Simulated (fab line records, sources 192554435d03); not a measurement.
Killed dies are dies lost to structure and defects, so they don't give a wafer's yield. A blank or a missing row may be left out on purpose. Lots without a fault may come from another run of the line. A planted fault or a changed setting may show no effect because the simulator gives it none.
Which tool did it? | flow n5_finfet | 24 lots, 72 wafers sampled, at 3 steps of a route of 1938

WHAT THE GAUGES READ, wafer by wafer
N5_FIN_SAQP_THK_MEAS_05. Usual: thk_nm 37.9 nm, standard deviation 0.45.
lot  | measured    | on            | thk_nm (nm)    | flag
L074 | day 1 20:51 | film_metro-01 | 37.9 37.5 37.7 |
L075 | day 2 02:44 | film_metro-01 | 37.1 37.2 38.1 |
L076 | day 2 10:07 | film_metro-01 | 36.9 37.8 37.2 |
L077 | day 2 16:07 | film_metro-02 | 37.8 38.2 38.1 |
L078 | day 2 21:21 | film_metro-02 | 37.5 37.9 37.8 |
L079 | day 3 04:52 | film_metro-02 | 38.0 38.4 38.5 |
L080 | day 3 09:13 | film_metro-02 | 37.7 37.8 38.0 |
L081 | day 3 16:47 | film_metro-01 | 37.6 37.3 37.7 |
L082 | day 3 22:39 | film_metro-02 | 37.7 38.0 38.2 |
L083 | day 4 03:31 | film_metro-02 | 37.2 37.3 37.8 |
L084 | day 4 08:52 | film_metro-02 | 38.7 38.6 38.4 |
L085 | day 4 17:32 | film_metro-02 | 37.5 38.4 37.6 |
L086 | day 5 00:19 | film_metro-01 | 37.6 38.1 38.0 |
L087 | day 5 03:49 | film_metro-02 | 37.3 38.0 39.0 |
L088 | day 5 09:00 | film_metro-02 | 37.7 38.9 37.8 |
L089 | day 5 16:04 | film_metro-01 | 37.1 38.3 37.4 |
L090 | day 5 20:26 | film_metro-02 | 37.6 37.4 37.9 |
L091 | day 6 03:29 | film_metro-02 | 37.6 37.7 37.6 |
L092 | day 6 09:14 | film_metro-01 | 37.9 37.2 38.6 |
L093 | day 6 15:38 | film_metro-02 | 38.0 38.2 37.6 |
L094 | day 6 21:05 | film_metro-02 | 37.8 38.6 38.3 |
L095 | day 7 03:15 | film_metro-02 | 37.5 38.2 38.8 |
L096 | day 7 09:57 | film_metro-01 | 38.0 38.4 38.3 |
L097 | day 7 18:17 | film_metro-02 | 37.3 37.8 38.2 |

N5_FIN_SAQP_THK_MEAS_07. Usual: thk_nm 60.3 nm, standard deviation 0.68.
lot  | measured    | on            | thk_nm (nm)    | flag
L074 | day 1 21:07 | film_metro-02 | 61.3 59.9 61.0 |
L075 | day 2 02:57 | film_metro-02 | 59.7 60.2 60.6 |
L076 | day 2 10:19 | film_metro-01 | 59.0 60.1 60.7 |
L077 | day 2 16:24 | film_metro-01 | 59.7 60.7 61.0 |
L078 | day 2 21:37 | film_metro-01 | 59.9 61.5 61.2 |
L079 | day 3 05:04 | film_metro-02 | 60.4 60.2 60.6 |
L080 | day 3 09:25 | film_metro-02 | 60.0 59.6 60.1 |
L081 | day 3 17:00 | film_metro-01 | 59.2 59.5 60.2 |
L082 | day 3 22:55 | film_metro-02 | 60.1 61.1 61.0 |
L083 | day 4 03:44 | film_metro-01 | 60.1 60.7 60.6 |
L084 | day 4 09:04 | film_metro-02 | 59.2 61.0 60.0 |
L085 | day 4 17:44 | film_metro-02 | 60.1 60.0 60.2 |
L086 | day 5 00:32 | film_metro-02 | 59.9 61.3 60.7 |
L087 | day 5 04:02 | film_metro-02 | 60.0 59.5 60.6 |
L088 | day 5 09:13 | film_metro-02 | 60.0 60.2 60.8 |
L089 | day 5 16:16 | film_metro-02 | 60.0 60.6 61.2 |
L090 | day 5 20:38 | film_metro-02 | 60.0 59.4 61.0 |
L091 | day 6 03:41 | film_metro-01 | 62.3 61.1 61.5 |
L092 | day 6 09:31 | film_metro-01 | 59.3 60.4 60.8 |
L093 | day 6 15:51 | film_metro-01 | 60.0 61.2 60.6 |
L094 | day 6 21:17 | film_metro-02 | 59.5 60.9 60.4 |
L095 | day 7 03:27 | film_metro-01 | 59.3 60.2 59.4 |
L096 | day 7 10:10 | film_metro-01 | 59.9 62.0 60.9 |
L097 | day 7 18:29 | film_metro-01 | 60.3 61.4 61.2 |

N5_FIN_SAQP_OVL_MEAS_17. Usual: FIN_CORE_OVL -0.2 nm, standard deviation 0.84.
lot  | measured    | on         | FIN_CORE_OVL (nm) | flag
L074 | day 1 21:32 | overlay-02 | -1.5 -0.2 -0.4    |
L075 | day 2 03:28 | overlay-02 | 0.3 -0.4 -0.5     |
L076 | day 2 10:43 | overlay-01 | -0.3 0.3 0.6      |
L077 | day 2 16:55 | overlay-02 | -0.6 0.3 -0.8     |
L078 | day 2 22:03 | overlay-01 | 0.3 -0.6 0.1      |
L079 | day 3 05:35 | overlay-01 | -1.1 -0.3 -1.0    |
L080 | day 3 09:57 | overlay-02 | -1.2 1.1 0.7      |
L081 | day 3 17:31 | overlay-02 | -0.6 -1.0 0.0     |
L082 | day 3 23:21 | overlay-01 | -1.5 0.4 -1.2     |
L083 | day 4 04:15 | overlay-02 | -0.5 0.0 -0.4     |
L084 | day 4 09:35 | overlay-01 | 0.2 -0.1 -0.5     |
L085 | day 4 18:18 | overlay-01 | -0.8 0.3 -1.8     |
L086 | day 5 00:56 | overlay-02 | -0.2 0.3 -1.1     |
L087 | day 5 04:33 | overlay-02 | 0.3 -0.7 -1.9     |
L088 | day 5 09:44 | overlay-02 | -0.5 0.7 -0.2     |
L089 | day 5 16:40 | overlay-01 | 0.5 -0.2 -0.3     |
L090 | day 5 21:02 | overlay-02 | 0.3 0.3 1.1       |
L091 | day 6 04:13 | overlay-02 | 0.4 0.4 -0.8      |
L092 | day 6 10:02 | overlay-01 | 0.6 -0.2 0.1      |
L093 | day 6 16:15 | overlay-01 | -0.3 0.8 -0.5     |
L094 | day 6 21:49 | overlay-01 | 0.1 3.2 0.1       |
L095 | day 7 03:59 | overlay-01 | 0.6 -0.3 1.1      |
L096 | day 7 10:41 | overlay-02 | -0.3 1.6 0.0      |
L097 | day 7 19:01 | overlay-01 | -0.6 -0.4 -0.4    |

WHICH TOOL RAN EACH LOT (tool, then ch and the chambers of the sampled wafers, then the start)
The record holds no process step before these readings.

WHAT THE TOOLS THEMSELVES READ (means of the sampled wafers that have a number; where no wafer has one, the mark that the record gives instead)
The record holds no such reading with a usual standard deviation.

THE ANSWER, worked out from the rows above alone
Rule: a lot is off if the mean of its wafers that have a number lies more than 3 standard deviations from the usual mean. A lot without any number at a reading at which 4 lots or more have one is off too. The other lots that the step has rows for count as sound. The gauges are gone through in route order, then the tools' own readings, and for those a lot's mean is taken as printed above. The first step at which some lot is off is used, and at that step the reading that is off furthest; a lot without a number counts as furthest.
No lot is off at any reading shown: from this, nothing can be told.

WHAT THE SIMULATOR HAD PUT IN
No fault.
